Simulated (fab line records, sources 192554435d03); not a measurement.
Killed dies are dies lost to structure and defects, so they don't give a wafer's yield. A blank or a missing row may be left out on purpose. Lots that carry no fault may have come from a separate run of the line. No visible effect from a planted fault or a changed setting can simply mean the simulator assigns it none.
Code-filled problem report in 8D (eight disciplines) form / flow n5_finfet / the parts of the form that need people (team, actions taken, sign-off) are left out

1. WHAT WENT WRONG
Mean of cd_nm at N5_DUMMY_GATE_CD_MEAS_50: 8.0 nm across 4 wafers in 2 lots; on wafers with no fault it is 14.0 nm (standard deviation 0.44). That puts it -14 standard deviations away from the usual mean.
The step: target cd 14 nm.
First observed at day 6 10:54: wafer L483.1, on cd_sem-02. The record holds 23 wafers of 8 lots with a number at this step. The rule behind "out" and "out of limits": a value lying over 4 standard deviations away from the usual mean. All remaining wafers that have a number are taken as sound.

2. WHAT THIS IS AND IS NOT
question=which readings at this step | is=cd_nm | is not=-
question=which lots | is=L483, L486 | is not=L470, L473, L476, L477, L481, L485
question=which wafers of those lots | is=L483.1, L483.3, L486.2, L486.3 | is not=L483.5, L486.4
question=read on which gauges | is=cd_sem-02 | is not=cd_sem-01
question=when | is=from day 6 10:54 | is not=up to then (15 sound wafers); but 4 sound wafers of L485, L486 came after

3. THE SUSPECTS, EACH WITH WHAT RULES IT OUT
Counting: if a tool at a process step up to the reading ran every lot that is out, it stays a suspect. Sound lots after the first of them don't rule it out here, since some wafers of a struck lot are sound.
- ruled out: the gauge at N5_DUMMY_GATE_CD_MEAS_50. All the wafers that are out were read on cd_sem-02, but those of them that N5_DUMMY_GATE_TRIM_49 has rows for are out there too, on other tools.
- rie_si-02 at N5_DUMMY_GATE_TRIM_49 (chemistry O2, time 29 s, target cd 14 nm): kept. Every lot that is out went through it, the first being L483 (day 6 10:45); the last sound lot it ran before that was L481 (day 5 23:07). Its own readings are out on those wafers: oes_product_au.
After counting, what remains is rie_si-02 at N5_DUMMY_GATE_TRIM_49.

4. THE CAUSE (what the simulator had put in)
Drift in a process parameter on rie_si-02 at N5_DUMMY_GATE_TRIM_49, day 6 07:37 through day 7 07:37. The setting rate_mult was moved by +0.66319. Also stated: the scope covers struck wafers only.
The count eliminated every tool but this one.

5. THE EFFECT CHAIN, in route order
Rows list readings where the struck wafers' mean (over those with a number) sits beyond 3 standard deviations from the usual. Scope: only readings with a usual standard deviation given in the record; hours: median across lots of the time from each lot's start at the first step in this table that gives one to its start at this step; sigmas: change in usual standard deviations.
hours=0; step=N5_DUMMY_GATE_TRIM_49; reading=oes_product_au; usual=1.000 a.u.; on struck wafers=1.424; change=+0.424; sigmas=+20
hours=0; step=N5_DUMMY_GATE_CD_MEAS_50; reading=cd_nm; usual=14.0 nm; on struck wafers=8.0; change=-6.0; sigmas=-14
hours=1; step=N5_DUMMY_GATE_CD_MEAS_24; reading=cd_nm; usual=15.0 nm; on struck wafers=9.1; change=-5.9; sigmas=-12
hours=221; step=N5_PASSIVATION_PROBE_49; reading=defect_limited_yield; usual=91.4 %; on struck wafers=0.0; change=-91.4; sigmas=-61
hours=221; step=N5_PASSIVATION_PROBE_49; reading=killed_at_front_end; usual=37; on struck wafers=1109; change=+1072; sigmas=+97
hours=221; step=N5_PASSIVATION_PROBE_49; reading=killed_dies; usual=102; on struck wafers=1180; change=+1078; sigmas=+60
hours=221; step=N5_PASSIVATION_PROBE_49; reading=killed_on_rim; usual=13; on struck wafers=152; change=+139; sigmas=+40
hours=221; step=N5_PASSIVATION_PROBE_49; reading=sort_bin_5_function; usual=5.0 %; on struck wafers=96.5; change=+91.5; sigmas=+94
hours=221; step=N5_PASSIVATION_PROBE_49; reading=sort_n_pass; usual=1078; on struck wafers=0; change=-1078; sigmas=-57
hours=221; step=N5_PASSIVATION_PROBE_49; reading=sort_yield_pct; usual=91.3 %; on struck wafers=0.0; change=-91.3; sigmas=-57
It contains these process steps:
- N5_DUMMY_GATE_TRIM_49: chemistry O2, time 29 s, target cd 14 nm.
- N5_PASSIVATION_PROBE_49

6. HOW IT WOULD HAVE BEEN CAUGHT EARLIER
The first out-of-limits reading at a measuring or inspecting step in this record came at day 6 10:54, 3 hours after the fault's start at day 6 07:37.
The tool's own readings at N5_DUMMY_GATE_TRIM_49 were out on every struck wafer that the step has a row for (oes_product_au): an alarm limit on them would have fired on the first of those.
L486, from the lots that are out (2), started N5_DUMMY_GATE_TRIM_49 on rie_si-02 later than day 6 10:54. Holding the tool at that time would have saved it.
